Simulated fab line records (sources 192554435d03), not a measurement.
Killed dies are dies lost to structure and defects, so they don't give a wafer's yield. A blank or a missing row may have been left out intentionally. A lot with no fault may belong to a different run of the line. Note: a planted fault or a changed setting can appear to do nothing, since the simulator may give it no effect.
Chamber matching / flow n5-finfet / N5_BEOL_M0_SAQP_STRIP_108 on rie-diel-04: 4 sister chambers
The step strips in N2/H2. 4 wafers are shown with their chamber, then 7 later ones without.

== EACH WAFER AND ITS CHAMBER ==
wafer=L084.1; chamber=0; drypump-motor-current-A (A)=5.4
wafer=L084.4; chamber=3; drypump-motor-current-A (A)=6.5
wafer=L086.1; chamber=2; drypump-motor-current-A (A)=6.5
wafer=L086.2; chamber=1; drypump-motor-current-A (A)=6.2

== WAFERS MISSING THEIR CHAMBER ==
wafer=L086.6; drypump-motor-current-A (A)=6.5
wafer=L094.1; drypump-motor-current-A (A)=5.4
wafer=L094.3; drypump-motor-current-A (A)=6.1
wafer=L094.4; drypump-motor-current-A (A)=6.5
wafer=L096.1; drypump-motor-current-A (A)=6.5
wafer=L096.5; drypump-motor-current-A (A)=5.4
wafer=L096.6; drypump-motor-current-A (A)=6.2

== WHICH CHAMBER EACH WENT THROUGH ==
wafer=L086.6; from the rows above=can't be placed: 2 or 3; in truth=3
wafer=L094.1; from the rows above=0; in truth=0
wafer=L094.3; from the rows above=1; in truth=1
wafer=L094.4; from the rows above=can't be placed: 2 or 3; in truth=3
wafer=L096.1; from the rows above=can't be placed: 2 or 3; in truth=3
wafer=L096.5; from the rows above=0; in truth=0
wafer=L096.6; from the rows above=1; in truth=1
4 of 7 placed correctly. Unplaceable from these rows: 3, with the true chamber sitting among the candidates in 3. Placed wrongly: 0.
How it was worked out, from the rows above alone: a wafer's distance from a chamber is the root of the sum, over the readings, of the square of ((its reading less the chamber's mean) divided by the reading's scatter). The wafer belongs to the nearest chamber; if the next one is less than 2 further off, it can't be placed. A chamber's mean is the mean of its shown wafers. The scatter (one wafer shown for each chamber): square how far every hidden wafer sits from the nearest shown wafer, average those squares and take the square root.
